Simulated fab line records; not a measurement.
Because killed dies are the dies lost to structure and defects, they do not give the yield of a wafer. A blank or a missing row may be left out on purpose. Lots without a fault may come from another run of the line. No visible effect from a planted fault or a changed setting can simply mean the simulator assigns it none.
fab line records | flow n5Finfet
record lots=6 | wafers=18 | lastDay=18
route steps=1938 shown BEOL_M9@1431 PASSIVATION@1936
lots that met no fault: taken from a fault-free run of the same line
startH: the number of hours between the record's first day and the start of the first shown wafer of the lot | waitH: time in hours since the lot's previous step | " unchanged from the row above | L1.1+2: one row covering several wafers at once | - no value present, or no start provided | * or withheld: withheld | < > ~ a bound
route shown NAME@n: a module of which the file shows steps, and the number in the route of the first | usual: mean and standard deviation over wafers with no fault | same: alike in all rows | chamber/n: place in a boat | sites: each site's reading | _std_site: their standard deviation | _edge_site: the outer-site mean with the inner-site mean subtracted | radiusMm: how far each site lies from the wafer's centre | mask NAME#n: copy n | behind: the most recent tool/chamber to have shaped the wafer | hold: the reason the lot was held/the length of the hold in hours/how it ended | device: the transistor (n, p or np) that didn't switch | end of line: the same wafers' tests at the end of the route | a step without rows: its recipe alone | killed: not the wafer's yield, but the dies lost to structure and defects at the first sort | map: a wafer's dies, x killed, . not, _ none there
set.NAME: setting as actually run; set.NAME@STEP: the setting as run at that earlier step | model.NAME: the simulator's own value behind a step, which no gauge read
a table for each step, a row for each wafer; lots at some steps of the route
services: the hour from which a tool's chamber was out of use, counted from the record's first day as startH (under 0 if before that day), plus the number of hours and why
## steps
# step N5_BEOL_M9_EXPOSE_25
# recipe maskId=V8 | na=0.33 | sourceShape=annular | sigmaInner=0.4 | sigmaOuter=0.8 | polarization=unpolarized | doseMj=37.25
# step N5_BEOL_M9_PEB_26
# recipe pebTempC=100 | pebTimeS=60 | resist=CAR-EUV
# step N5_BEOL_M9_DEVELOP_27
# recipe developTimeS=30 | developer=TMAH | resist=CAR-EUV | rinseLiquid=surfactantRinse | dry=airSpin | devTempC=23
# step N5_BEOL_M9_CD_MEAS_28
# recipe targetCdNm=70 | landingEnergyEv=500 | detector=seInlens | polarity=opening
# usual cdNm=69.8/0.32
lot.wafer | tool     | chamber | startH | waitH | cdNm
L586.2    | cdSem-01 | 0       | 227.22 | -     | 70.1
L586.3    | "        | 0       | "      | "     | 69.7
L586.4    | "        | 0       | "      | "     | 70.2
L590.1    | cdSem-01 | 0       | 253.95 | -     | 70.1
L590.2    | "        | 0       | "      | "     | 69.4
L590.3    | "        | 0       | "      | "     | 69.9
L602.3    | cdSem-01 | 0       | 332.05 | -     | 69.5
L602.4    | "        | 0       | "      | "     | 69.9
L602.5    | "        | 0       | "      | "     | 70.1
L603.1    | cdSem-01 | 0       | 340.68 | -     | 69.8
L603.5    | "        | 0       | "      | "     | 69.7
L603.6    | "        | 0       | "      | "     | 69.2
L605.1    | cdSem-01 | 0       | 347.00 | -     | 70.1
L605.2    | "        | 0       | "      | "     | 70.2
L605.3    | "        | 0       | "      | "     | 69.8
L608.2    | cdSem-03 | 0       | 358.30 | -     | 70.0
L608.4    | "        | 0       | "      | "     | 70.3
L608.6    | "        | 0       | "      | "     | 69.7
# step N5_BEOL_M9_OVL_MEAS_29
# recipe pointsPerWafer=522
# usual V8_OVL=0.1/0.66
lot.wafer | tool       | chamber | startH | waitH | V8_OVL[nm]
L586.2    | overlay-02 | 0       | 227.25 | 0.0   | 0.6
L586.3    | "          | 0       | "      | "     | 0.0
L586.4    | "          | 0       | "      | "     | 0.5
L590.1    | overlay-02 | 0       | 253.98 | 0.0   | 0.0
L590.2    | "          | 0       | "      | "     | -0.2
L590.3    | "          | 0       | "      | "     | 0.4
L602.3    | overlay-02 | 0       | 332.11 | 0.1   | -0.5
L602.4    | "          | 0       | "      | "     | 0.5
L602.5    | "          | 0       | "      | "     | -0.4
L603.1    | overlay-02 | 0       | 340.71 | 0.0   | 0.7
L603.5    | "          | 0       | "      | "     | -0.3
L603.6    | "          | 0       | "      | "     | 0.3
L605.1    | overlay-02 | 0       | 347.03 | 0.0   | -0.3
L605.2    | "          | 0       | "      | "     | -0.2
L605.3    | "          | 0       | "      | "     | 0.2
L608.2    | overlay-02 | 0       | 358.34 | 0.0   | -0.2
L608.4    | "          | 0       | "      | "     | -0.1
L608.6    | "          | 0       | "      | "     | 0.0
# step N5_BEOL_M9_INSPECT_30
# recipe mode=adi | inspectInstrument=brightfield
# usual rawDefectCount=428/100
lot.wafer | tool             | chamber | startH | waitH | rawDefectCount
L586.2    | defectInspect-01 | -       | 227.30 | 0.0   | 512
L586.3    | "                | -       | "      | "     | 482
L586.4    | "                | -       | "      | "     | 406
L590.1    | defectInspect-02 | -       | 254.04 | 0.1   | 430
L590.2    | "                | -       | "      | "     | 347
L590.3    | "                | -       | "      | "     | 341
L602.3    | defectInspect-02 | -       | 332.15 | 0.0   | 272
L602.4    | "                | -       | "      | "     | 330
L602.5    | "                | -       | "      | "     | 363
L603.1    | defectInspect-02 | -       | 340.77 | 0.1   | 427
L603.5    | "                | -       | "      | "     | 462
L603.6    | "                | -       | "      | "     | 390
L605.1    | defectInspect-02 | -       | 347.09 | 0.1   | 325
L605.2    | "                | -       | "      | "     | 357
L605.3    | "                | -       | "      | "     | 392
L608.2    | defectInspect-02 | -       | 358.39 | 0.0   | 583
L608.4    | "                | -       | "      | "     | 378
L608.6    | "                | -       | "      | "     | 475
# step N5_BEOL_M9_DESCUM_33
# recipe chemistry=O2 | timeS=7 | sourcePowerW=50 | biasPowerW=20 | pressureMtorr=20 | rfFrequencyHz=2.712e+07 | tempC=40 | resist=CAR-EUV | o2FlowSccm=225
# usual drypumpMotorCurrentA=5.5/0.42 | oesProductAu=0.81/0.077 | rfVppV=243.1/1.5 | showerheadPlenumPTorr=2.09/0.078 | throttleValvePct=20.46/0.21
lot.wafer | tool       | chamber | startH | waitH | drypumpMotorCurrentA | oesProductAu | rfHoursCounterH | rfVppV | showerheadPlenumPTorr | throttleValvePct
L586.2    | rieDiel-01 | 3       | 227.34 | 0.0   | 5.6                  | 0.91         | 24              | 244.9  | 2.16                  | 20.11
L586.3    | "          | 2       | "      | "     | 5.4                  | 0.89         | 37              | 241.3  | 2.05                  | 20.28
L586.4    | "          | 2       | "      | "     | 5.4                  | 0.90         | -               | 244.2  | 2.05                  | 20.28
L590.1    | rieDiel-04 | 1       | 254.89 | 0.9   | 5.7                  | 0.77         | 161             | 241.5  | 2.09                  | 20.55
L590.2    | "          | 3       | "      | "     | 6.4                  | 0.74         | 168             | 242.4  | 2.06                  | 20.54
L590.3    | "          | 0       | "      | "     | 5.3                  | 0.87         | 38              | 243.7  | 2.10                  | 20.30
L602.3    | rieDiel-01 | 3       | 332.33 | 0.2   | 5.6                  | 0.86         | 54              | 243.2  | 2.15                  | 20.17
L602.4    | "          | 2       | "      | "     | 5.5                  | 0.84         | 80              | 242.1  | 2.03                  | 20.34
L602.5    | "          | 3       | "      | "     | 5.6                  | 0.86         | -               | 242.8  | 2.15                  | 20.16
L603.1    | rieDiel-01 | 0       | 340.81 | 0.0   | 5.3                  | 0.88         | 50              | 244.5  | 2.22                  | 20.48
L603.5    | "          | 0       | "      | "     | 5.3                  | 0.88         | -               | 247.4  | 2.22                  | 20.49
L603.6    | "          | 3       | "      | "     | 5.6                  | 0.87         | -               | 243.4  | 2.15                  | 20.16
L605.1    | rieDiel-03 | 3       | 347.12 | 0.0   | 6.2                  | 0.79         | 85              | 243.1  | 2.02                  | 20.49
L605.2    | "          | 2       | "      | "     | 5.1                  | 0.78         | 140             | 244.2  | 2.08                  | 20.40
L605.3    | "          | 0       | "      | "     | 5.0                  | 0.87         | 59              | 245.2  | 2.20                  | 20.25
L608.2    | rieDiel-03 | 2       | 358.42 | 0.0   | 5.1                  | 0.78         | 143             | 243.9  | 2.08                  | 20.39
L608.4    | "          | 0       | "      | "     | 5.0                  | 0.87         | 63              | 245.0  | 2.20                  | 20.25
L608.6    | "          | 1       | "      | "     | 5.6                  | 0.70         | -               | 242.0  | 2.08                  | 20.81
# step N5_BEOL_M9_ETCH_76
# recipe chemistry=N2/H2 | target=underlayer | targetDepthA=65 | maskMaterial=CAR-EUV | timeS=5.2 | ionEnergyEv=200 | pressureMtorr=30 | sourceW=840 | biasW=150 | n2FlowSccm=200 | h2FlowSccm=200 | ends=cleared
# usual drypumpMotorCurrentA=5.5/0.43 | etchRfOnTimeS=5.18/0.17 | oesProductAu=0.69/0.067 | rfVppV=523.8/2.7 | showerheadPlenumPTorr=2.53/0.09 | throttleValvePct=17.9/0.3
lot.wafer | tool       | chamber | startH | waitH | drypumpMotorCurrentA | etchRfOnTimeS | oesProductAu | rfHoursCounterH | rfVppV | showerheadPlenumPTorr | throttleValvePct
L586.2    | rieDiel-01 | 3       | 227.37 | 0.0   | 5.6                  | 4.89          | 0.79         | 24              | 525.4  | 2.57                  | 17.3
L586.3    | "          | 2       | "      | "     | 5.5                  | 5.37          | 0.75         | 37              | 523.6  | 2.47                  | 17.6
L586.4    | "          | 2       | "      | "     | 5.5                  | 5.36          | 0.75         | -               | 520.4  | 2.46                  | 17.6
L590.1    | rieDiel-04 | 1       | 254.93 | 0.0   | 5.7                  | 5.10          | 0.65         | 161             | 522.1  | 2.52                  | 17.8
L590.2    | "          | 3       | "      | "     | 6.4                  | 5.06          | 0.63         | 168             | 523.0  | 2.55                  | 18.3
L590.3    | "          | 0       | "      | "     | 5.3                  | 5.14          | 0.76         | 38              | 525.4  | 2.59                  | 17.9
L602.3    | rieDiel-01 | 3       | 332.37 | 0.0   | 5.6                  | 4.93          | 0.76         | 54              | 526.0  | 2.55                  | 17.3
L602.4    | "          | 2       | "      | "     | 5.5                  | 5.26          | 0.71         | 80              | 522.7  | 2.45                  | 17.7
L602.5    | "          | 3       | "      | "     | 5.6                  | 4.95          | 0.74         | -               | 526.4  | 2.55                  | 17.3
L603.1    | rieDiel-01 | 0       | 340.84 | 0.0   | 5.3                  | 5.14          | 0.74         | 50              | 526.9  | 2.68                  | 17.8
L603.5    | "          | 0       | "      | "     | 5.3                  | 5.12          | 0.74         | -               | 526.8  | 2.68                  | 17.8
L603.6    | "          | 3       | "      | "     | 5.6                  | 4.88          | 0.74         | -               | 522.7  | 2.55                  | 17.3
L605.1    | rieDiel-03 | 3       | 347.16 | 0.0   | 6.2                  | 5.15          | 0.68         | 85              | 522.9  | 2.47                  | 17.9
L605.2    | "          | 2       | "      | "     | 5.0                  | 5.17          | 0.67         | 140             | 526.4  | 2.56                  | 17.9
L605.3    | "          | 0       | "      | "     | 5.0                  | 5.21          | 0.74         | 59              | 530.6  | 2.65                  | 17.4
L608.2    | rieDiel-03 | 2       | 358.46 | 0.0   | 5.1                  | 5.12          | 0.67         | 143             | 521.7  | 2.55                  | 17.9
L608.4    | "          | 0       | "      | "     | 5.0                  | 5.19          | 0.74         | 63              | 528.5  | 2.65                  | 17.4
L608.6    | "          | 1       | "      | "     | 5.6                  | 5.04          | 0.60         | -               | 524.1  | 2.50                  | 18.2
# step N5_BEOL_M9_ETCH_65
# recipe chemistry=CF4 | target=SiARC | targetDepthA=156 | maskMaterial=CAR-EUV | timeS=26 | ionEnergyEv=80 | pressureMtorr=40 | sourceW=545 | biasW=36 | Ar_flow_sccm=100 | cf4FlowSccm=100 | ends=cleared
# usual drypumpMotorCurrentA=5.5/0.42 | etchRfOnTimeS=26.0/0.94 | oesProductAu=0.69/0.069 | rfVppV=184.1/1.3 | showerheadPlenumPTorr=2.14/0.074 | throttleValvePct=15.62/0.23
lot.wafer | tool       | chamber | startH | waitH | drypumpMotorCurrentA | etchRfOnTimeS | oesProductAu | rfHoursCounterH | rfVppV | showerheadPlenumPTorr | throttleValvePct
L586.2    | rieDiel-01 | 3       | 227.39 | 0.0   | 5.6                  | 24.7          | 0.80         | 24              | 184.4  | 2.20                  | 15.29
L586.3    | "          | 2       | "      | "     | 5.5                  | 26.7          | 0.76         | 37              | 183.9  | 2.08                  | 15.31
L586.4    | "          | 2       | "      | "     | 5.5                  | 26.8          | 0.76         | -               | 184.2  | 2.08                  | 15.30
L590.1    | rieDiel-04 | 1       | 254.94 | 0.0   | 5.7                  | 26.0          | 0.65         | 161             | 185.0  | 2.14                  | 15.73
L590.2    | "          | 3       | "      | "     | 6.4                  | 25.7          | 0.63         | 168             | 184.7  | 2.12                  | 15.77
L590.3    | "          | 0       | "      | "     | 5.3                  | 25.8          | 0.76         | 38              | 184.6  | 2.17                  | 15.61
L602.3    | rieDiel-01 | 3       | 332.39 | 0.0   | 5.6                  | 24.0          | 0.76         | 54              | 184.0  | 2.19                  | 15.35
L602.4    | "          | 2       | "      | "     | 5.5                  | 26.4          | 0.72         | 80              | 182.9  | 2.07                  | 15.39
L602.5    | "          | 3       | "      | "     | 5.6                  | 24.1          | 0.76         | -               | 183.7  | 2.19                  | 15.35
L603.1    | rieDiel-01 | 0       | 340.86 | 0.0   | 5.4                  | 25.4          | 0.74         | 50              | 184.7  | 2.24                  | 15.52
L603.5    | "          | 0       | "      | "     | 5.3                  | 25.4          | 0.74         | -               | 185.4  | 2.24                  | 15.51
L603.6    | "          | 3       | "      | "     | 5.6                  | 24.5          | 0.75         | -               | 182.5  | 2.19                  | 15.37
L605.1    | rieDiel-03 | 3       | 347.18 | 0.0   | 6.2                  | 25.7          | 0.68         | 85              | 183.1  | 2.09                  | 15.72
L605.2    | "          | 2       | "      | "     | 5.1                  | 25.4          | 0.68         | 140             | 183.4  | 2.16                  | 15.78
L605.3    | "          | 0       | "      | "     | 4.9                  | 25.7          | 0.75         | 59              | 184.7  | 2.26                  | 15.42
L608.2    | rieDiel-03 | 2       | 358.47 | 0.0   | 5.1                  | 25.6          | 0.66         | 143             | 182.9  | 2.16                  | 15.78
L608.4    | "          | 0       | "      | "     | 5.0                  | 25.7          | 0.75         | 63              | 185.2  | 2.26                  | 15.44
L608.6    | "          | 1       | "      | "     | 5.6                  | 25.6          | 0.60         | -               | 183.7  | 2.11                  | 15.97
# step N5_BEOL_M9_ETCH_66
# recipe chemistry=N2/H2 | target=SOC | targetDepthA=800 | overetchA=160 | maskMaterial=SiARC | tempC=40 | timeS=120 | ionEnergyEv=200 | pressureMtorr=30 | sourceW=840 | biasW=150 | n2FlowSccm=200 | h2FlowSccm=200
# usual drypumpMotorCurrentA=5.5/0.43 | oesProductAu=0.61/0.056 | rfVppV=523.8/2.7 | showerheadPlenumPTorr=2.53/0.09 | throttleValvePct=17.8/0.3
lot.wafer | tool       | chamber | startH | waitH | drypumpMotorCurrentA | oesProductAu | rfHoursCounterH | rfVppV | showerheadPlenumPTorr | throttleValvePct
L586.2    | rieDiel-01 | 3       | 227.42 | 0.0   | 5.6                  | 0.69         | 24              | 524.9  | 2.57                  | 17.2
L586.3    | "          | 2       | "      | "     | 5.4                  | 0.68         | 37              | 522.6  | 2.47                  | 17.5
L586.4    | "          | 2       | "      | "     | 5.5                  | 0.69         | -               | 522.7  | 2.46                  | 17.5
L590.1    | rieDiel-04 | 1       | 254.97 | 0.0   | 5.7                  | 0.59         | 161             | 524.3  | 2.52                  | 17.8
L590.2    | "          | 3       | "      | "     | 6.4                  | 0.56         | 168             | 524.0  | 2.55                  | 18.2
L590.3    | "          | 0       | "      | "     | 5.3                  | 0.67         | 38              | 525.1  | 2.59                  | 17.9
L602.3    | rieDiel-01 | 3       | 332.41 | 0.0   | 5.6                  | 0.66         | 54              | 524.9  | 2.55                  | 17.3
L602.4    | "          | 2       | "      | "     | 5.5                  | 0.65         | 80              | 521.4  | 2.45                  | 17.6
L602.5    | "          | 3       | "      | "     | 5.6                  | 0.65         | -               | 524.9  | 2.55                  | 17.3
L603.1    | rieDiel-01 | 0       | 340.89 | 0.0   | 5.3                  | 0.66         | 50              | 528.3  | 2.68                  | 17.7
L603.5    | "          | 0       | "      | "     | 5.3                  | 0.66         | -               | 528.6  | 2.68                  | 17.7
L603.6    | "          | 3       | "      | "     | 5.6                  | 0.65         | -               | 524.6  | 2.55                  | 17.3
L605.1    | rieDiel-03 | 3       | 347.20 | 0.0   | 6.2                  | 0.61         | 85              | 523.0  | 2.46                  | 17.9
L605.2    | "          | 2       | "      | "     | 5.1                  | 0.60         | 140             | 525.0  | 2.56                  | 17.9
L605.3    | "          | 0       | "      | "     | 5.0                  | 0.66         | 59              | 529.0  | 2.65                  | 17.4
L608.2    | rieDiel-03 | 2       | 358.50 | 0.0   | 5.1                  | 0.60         | 143             | 522.8  | 2.55                  | 17.9
L608.4    | "          | 0       | "      | "     | 5.0                  | 0.66         | 63              | 528.1  | 2.65                  | 17.4
L608.6    | "          | 1       | "      | "     | 5.6                  | 0.53         | -               | 523.9  | 2.50                  | 18.2
# step N5_BEOL_M9_STRIP_69
# recipe chemistry=N2/H2 | tempC=40 | n2FlowSccm=200 | h2FlowSccm=200 | rfFrequencyHz=6e+07
# step N5_BEOL_M9_STRIP_77
# recipe chemistry=N2/H2 | tempC=40 | n2FlowSccm=200 | h2FlowSccm=200 | rfFrequencyHz=6e+07
# step N5_BEOL_M9_VIA_ETCH_34
# recipe chemistry=C4F6/O2 | target=SiCOH_lowk | targetDepthA=1824 | maskMaterial=SOC | taperDeg=4 | timeS=68.4 | ionEnergyEv=250 | pressureMtorr=30 | sourceW=345 | biasW=185 | Ar_flow_sccm=300 | C4F6_flow_sccm=10 | O2_flow_sccm=10
# usual drypumpMotorCurrentA=5.5/0.43 | oes_o_777_au=0.79/0.087 | oesProductAu=0.80/0.079 | rfVppV=672/18 | showerheadPlenumPTorr=2.84/0.092 | throttleValvePct=20.93/0.3
lot.wafer | tool       | chamber | startH | waitH | drypumpMotorCurrentA | oes_o_777_au | oesProductAu | rfHoursCounterH | rfVppV | showerheadPlenumPTorr | throttleValvePct | model.etch.depthNm | model.SOC_of_BEOL_M9_COAT_63.thkNm
L586.2    | rieDiel-01 | 3       | 227.52 | 0.0   | 5.6                  | 0.96         | 0.92         | 24              | 649    | 2.93                  | 20.64            | 188                | 50.6
L586.3    | "          | 2       | "      | "     | 5.5                  | 0.85         | 0.89         | 37              | 702    | 2.76                  | 20.56            | 180.1              | 51.4
L586.4    | "          | 2       | "      | "     | 5.5                  | 0.86         | 0.88         | -               | 703    | 2.76                  | 20.57            | 178                | 51.4
L590.1    | rieDiel-04 | 1       | 255.07 | 0.0   | 5.6                  | 0.78         | 0.77         | 161             | 679    | 2.83                  | 20.89            | 182.1              | 51.2
L590.2    | "          | 3       | "      | "     | 6.4                  | 0.71         | 0.73         | 168             | 657    | 2.84                  | 21.18            | 182.6              | 51.4
L590.3    | "          | 0       | "      | "     | 5.3                  | 0.87         | 0.88         | 38              | 679    | 2.90                  | 21.03            | 181.6              | 51.2
L602.3    | rieDiel-01 | 3       | 332.52 | 0.0   | 5.7                  | 0.91         | 1.09         | 54              | 649    | 2.91                  | 20.73            | 266.7              | 47
L602.4    | "          | 2       | "      | "     | 5.5                  | 0.80         | 1.06         | 80              | 700    | 2.74                  | 20.70            | 256.7              | 47.8
L602.5    | "          | 3       | "      | "     | 5.6                  | 0.91         | 1.11         | -               | 649    | 2.91                  | 20.73            | 268.1              | 46.8
L603.1    | rieDiel-01 | 0       | 340.99 | 0.0   | 5.4                  | 0.85         | 1.09         | 50              | 693    | 2.96                  | 20.78            | 265.3              | 46.8
L603.5    | "          | 0       | "      | "     | 5.3                  | 0.85         | 1.11         | -               | 692    | 2.96                  | 20.76            | 265.9              | 47
L603.6    | "          | 3       | "      | "     | 5.6                  | 0.90         | 1.10         | -               | 650    | 2.91                  | 20.75            | 267.5              | 47
L605.1    | rieDiel-03 | 3       | 347.30 | 0.0   | 6.2                  | 0.80         | 0.80         | 85              | 665    | 2.80                  | 21.21            | 184.2              | 51.2
L605.2    | "          | 2       | "      | "     | 5.1                  | 0.80         | 0.78         | 140             | 653    | 2.87                  | 21.06            | 183.7              | 51.2
L605.3    | "          | 0       | "      | "     | 5.0                  | 0.87         | 0.87         | 59              | 653    | 2.99                  | 20.73            | 183.8              | 51.2
L608.2    | rieDiel-03 | 2       | 358.60 | 0.0   | 5.1                  | 0.79         | 0.79         | 144             | 653    | 2.87                  | 21.07            | 184.3              | 51.2
L608.4    | "          | 0       | "      | "     | 5.0                  | 0.87         | 0.86         | 63              | 653    | 2.99                  | 20.73            | 183.2              | 51
L608.6    | "          | 1       | "      | "     | 5.6                  | 0.72         | 0.70         | -               | 673    | 2.79                  | 21.06            | 183.1              | 51.2
# step N5_BEOL_M9_STRIP_73
# recipe chemistry=C4F6/O2 | resist=SiARC | rfFrequencyHz=6e+07
# step N5_PASSIVATION_PROBE_49
# usual defectLimitedYield=91.3/1.4 | killed_at_M0_to_M3=36/10 | killed_at_M4_up=13/5.4 | killedAtContacts=12/5.3 | killedAtFrontEnd=39/10 | killedAtOther=3.2/2.7 | killedDies=103/16 | killedOpen=68/13 | killedShort=33/6.6 | sort_bin_4_leakage=0.01/0.031 | sort_bin_5_function=5.1/0.92 | sort_bin_6_memory=3.3/0.68 | sort_bin_8_speed=0.1/0.41 | sortNPass=1077/17 | sortYieldPct=91.2/1.4
# same grossDies=1180 | killedAtBackSide=0
lot.wafer | tool      | chamber | startH | waitH | defectLimitedYield[%] | killed_at_M0_to_M3 | killed_at_M4_up | killedAtContacts | killedAtFrontEnd | killedAtOther | killedDies | killedOpen | killedShort | sort_bin_4_leakage[%] | sort_bin_5_function[%] | sort_bin_6_memory[%] | sort_bin_8_speed[%] | sortNPass | sortYieldPct[%]
L590.1    | prober-01 | -       | 323.45 | 0.0   | 91.8                  | 26                 | 13              | 13               | 42               | 3             | 97         | 65         | 30          | 0                     | 4.9                    | 3.0                  | 0                   | 1083      | 91.8
L590.2    | prober-01 | -       | 323.50 | 0.1   | 90.4                  | 61                 | 10              | 11               | 30               | 1             | 113        | 84         | 28          | 0                     | 5.5                    | 4.0                  | 0.1                 | 1066      | 90.3
L590.3    | prober-01 | -       | 323.55 | 0.1   | 91.2                  | 47                 | 11              | 11               | 33               | 2             | 104        | 69         | 32          | 0                     | 5.5                    | 3.2                  | 0.3                 | 1072      | 90.8
L605.1    | prober-02 | -       | 412.14 | 0.0   | 90.8                  | 45                 | 15              | 6                | 40               | 2             | 108        | 67         | 37          | 0                     | 5.8                    | 3.1                  | 0                   | 1072      | 90.8
L605.2    | prober-02 | -       | 412.19 | 0.1   | 91.9                  | 47                 | 8               | 11               | 24               | 6             | 96         | 61         | 35          | 0                     | 4.4                    | 3.3                  | 0                   | 1084      | 91.9
L605.3    | prober-02 | -       | 412.24 | 0.1   | 90.8                  | 57                 | 9               | 10               | 30               | 3             | 109        | 66         | 35          | 0                     | 5.3                    | 2.6                  | 0                   | 1071      | 90.8
L608.2    | prober-01 | -       | 432.45 | 0.1   | 87.9                  | 46                 | 10              | 24               | 57               | 6             | 143        | 101        | 40          | 0                     | 6.6                    | 5.1                  | 0                   | 1037      | 87.9
L608.4    | prober-01 | -       | 432.55 | 0.2   | 87.3                  | 42                 | 11              | 24               | 69               | 4             | 150        | 108        | 42          | 0                     | 7.8                    | 4.7                  | 0                   | 1030      | 87.3
L608.6    | prober-01 | -       | 432.65 | 0.3   | 90.6                  | 40                 | 15              | 20               | 32               | 4             | 111        | 86         | 23          | 0                     | 5.3                    | 3.7                  | 0                   | 1069      | 90.6
# killed by level:class
L590.1 STI_FIN_REVEAL:geometricParticle:open=9 MOL_CONTACT_COAG:geometricParticle:open=9 BEOL_M2:geometricParticle:open=7 FIN_SAQP:geometricParticle:open=5 GATE_CUT:geometricParticle:short=5 BEOL_M1:geometricParticle:open=4 BEOL_M11:geometricParticle:open=4 FIN_SAQP:geometricParticle:short=3
L590.2 BEOL_M2:geometricParticle:open=26 MOL_CONTACT_COAG:geometricParticle:open=11 FIN_SAQP:geometricParticle:short=9 BEOL_M0_SAQP:geometricParticle:short=8 BEOL_M3:geometricParticle:open=7 BEOL_M0_SAQP:geometricParticle:open=6 FIN_SAQP:geometricParticle:open=5 STI_FIN_REVEAL:geometricParticle:open=4
L590.3 BEOL_M2:geometricParticle:open=11 FIN_SAQP:geometricParticle:open=10 BEOL_M0_SAQP:geometricParticle:short=10 MOL_CONTACT_COAG:geometricParticle:open=9 BEOL_M1:geometricParticle:open=7 BEOL_M3:geometricParticle:open=6 BEOL_M0_SAQP:geometricParticle:open=5 FIN_SAQP:geometricParticle:short=4
L605.1 BEOL_M1:geometricParticle:open=13 BEOL_M3:geometricParticle:open=13 FIN_SAQP:geometricParticle:short=9 FIN_SAQP:geometricParticle:open=9 BEOL_M4:geometricParticle:open=8 STI_FIN_REVEAL:geometricParticle:open=6 BEOL_M2:geometricParticle:short=5 BEOL_M0_SAQP:geometricParticle:short=4
L605.2 BEOL_M0_SAQP:geometricParticle:short=12 BEOL_M0_SAQP:geometricParticle:open=11 MOL_CONTACT_COAG:geometricParticle:open=8 BEOL_M2:geometricParticle:short=7 BEOL_M2:geometricParticle:open=6 BEOL_M3:geometricParticle:open=5 FIN_SAQP:geometricParticle:open=4 ILD0:geometricParticle:open=4
L605.3 BEOL_M2:geometricParticle:open=18 BEOL_M3:geometricParticle:open=12 BEOL_M0_SAQP:geometricParticle:short=9 MOL_CONTACT_COAG:geometricParticle:open=8 BEOL_M0_SAQP:geometricParticle:open=6 HKMG_FIN:areaEtch=6 STI_FIN_REVEAL:geometricParticle:open=5 BEOL_M1:geometricParticle:open=4
L608.2 STI_FIN_REVEAL:geometricParticle:open=25 MOL_CONTACT_COAG:geometricParticle:open=20 BEOL_M0_SAQP:geometricParticle:short=10 BEOL_M1:geometricParticle:open=10 BEOL_M0_SAQP:geometricParticle:open=8 BEOL_M2:geometricParticle:open=8 BEOL_M3:geometricParticle:open=6 STI_FIN_REVEAL:geometricParticle:short=5
L608.4 STI_FIN_REVEAL:geometricParticle:open=30 MOL_CONTACT_COAG:geometricParticle:open=21 BEOL_M3:geometricParticle:open=12 STI_FIN_REVEAL:geometricParticle:short=9 FIN_SAQP:geometricParticle:open=8 DUMMY_GATE:geometricParticle:open=7 BEOL_M2:geometricParticle:open=7 BEOL_M0_SAQP:geometricParticle:open=6
L608.6 MOL_CONTACT_COAG:geometricParticle:open=17 STI_FIN_REVEAL:geometricParticle:open=9 BEOL_M2:geometricParticle:open=9 BEOL_M3:geometricParticle:open=9 BEOL_M1:geometricParticle:open=8 BEOL_M5:geometricParticle:open=8 DUMMY_GATE:geometricParticle:open=4 GATE_CUT:geometricParticle:open=4
## services
tool       | chamber | startH | hours | kind
rieDiel-01 | 0       | 223.37 | 15.1  | repair
rieDiel-01 | 3       | 232.64 | 22.4  | repair
rieDiel-03 | -       | 244.35 | 28.1  | pm
rieDiel-03 | -       | 274.37 | 14.6  | pm
rieDiel-04 | 2       | 292.60 | -     | clean
rieDiel-04 | 2       | 292.60 | -     | consumableReplace:focusRing
rieDiel-04 | 2       | 292.60 | -     | consumableReplace:showerhead
rieDiel-04 | 2       | 292.60 | 22.2  | scheduledDown
rieDiel-04 | 2       | 292.60 | 22.2  | ventCycle
rieDiel-03 | -       | 302.43 | 0.1   | repair
rieDiel-04 | -       | 305.71 | 4.3   | pm
rieDiel-01 | -       | 311.69 | 0.4   | repair
## key
firstSign step=N5_BEOL_M9_VIA_ETCH_34 | reading=oesProductAu | direction=up | sigmas=3.7 | usual=0.80 | struck=1.09
effect none on later readings
modelEffect step=N5_BEOL_M9_VIA_ETCH_34 | value=etch.depthNm | without=188.1 | struck=265
metAt N5_BEOL_M9_VIA_ETCH_34
struckWafers L602.3,L602.4,L602.5,L603.1,L603.5,L603.6
onsetBetween 227.52 332.52
fault kind=processParameterDrift | tool=rieDiel-01 | chamber=- | onsetH=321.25 | steps=N5_BEOL_M9_VIA_ETCH_34 | channel=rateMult | offset=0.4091 | shape=step | endH=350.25
